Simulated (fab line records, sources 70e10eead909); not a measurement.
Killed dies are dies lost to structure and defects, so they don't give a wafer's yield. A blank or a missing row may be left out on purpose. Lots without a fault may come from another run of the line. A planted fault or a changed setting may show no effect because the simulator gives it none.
Chamber matching | flow nand_harc | NHARC_P_CONTACT_ALD_22 on ald_metal-01: 4 sister chambers
The step deposits TiN, target thk 3 nm, pulse time 1 s, ald cycles 150. 4 wafers are shown with their chamber, then 9 later ones without.

WAFERS WITH THEIR CHAMBER
wafer  | chamber | heater_power_w (W)
L083.2 | 1       | 886
L083.5 | 2       | 1154
L086.4 | 0       | 1260
L086.5 | 3       | 1056

WAFERS WITHOUT THEIR CHAMBER
wafer  | heater_power_w (W)
L089.1 | 1073
L089.2 | 1282
L089.5 | 1251
L091.1 | 1140
L091.3 | 1077
L091.5 | 892
L095.1 | 899
L095.4 | 1088
L095.5 | 1169

WHICH CHAMBER EACH WENT THROUGH
wafer  | from the rows above     | in truth
L089.1 | 3                       | 3
L089.2 | 0                       | 0
L089.5 | 0                       | 0
L091.1 | 2                       | 2
L091.3 | 3                       | 3
L091.5 | 1                       | 1
L095.1 | 1                       | 1
L095.4 | can't be placed: 3 or 2 | 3
L095.5 | 2                       | 2
Placed correctly: 8 of 9. Can't be placed from these rows: 1 (the true chamber is among the candidates in 1). Placed wrongly: 0.
How it was worked out, from the rows above alone: a wafer's distance from a chamber is the root of the sum, over the readings, of the square of ((its reading less the chamber's mean) divided by the reading's scatter). The wafer belongs to the nearest chamber; if the next one is less than 2 further off, it can't be placed. A chamber's mean is the mean of its shown wafers. The scatter: with one shown wafer a chamber, the root of the mean of the squares of how far each hidden wafer lies from its nearest shown one.
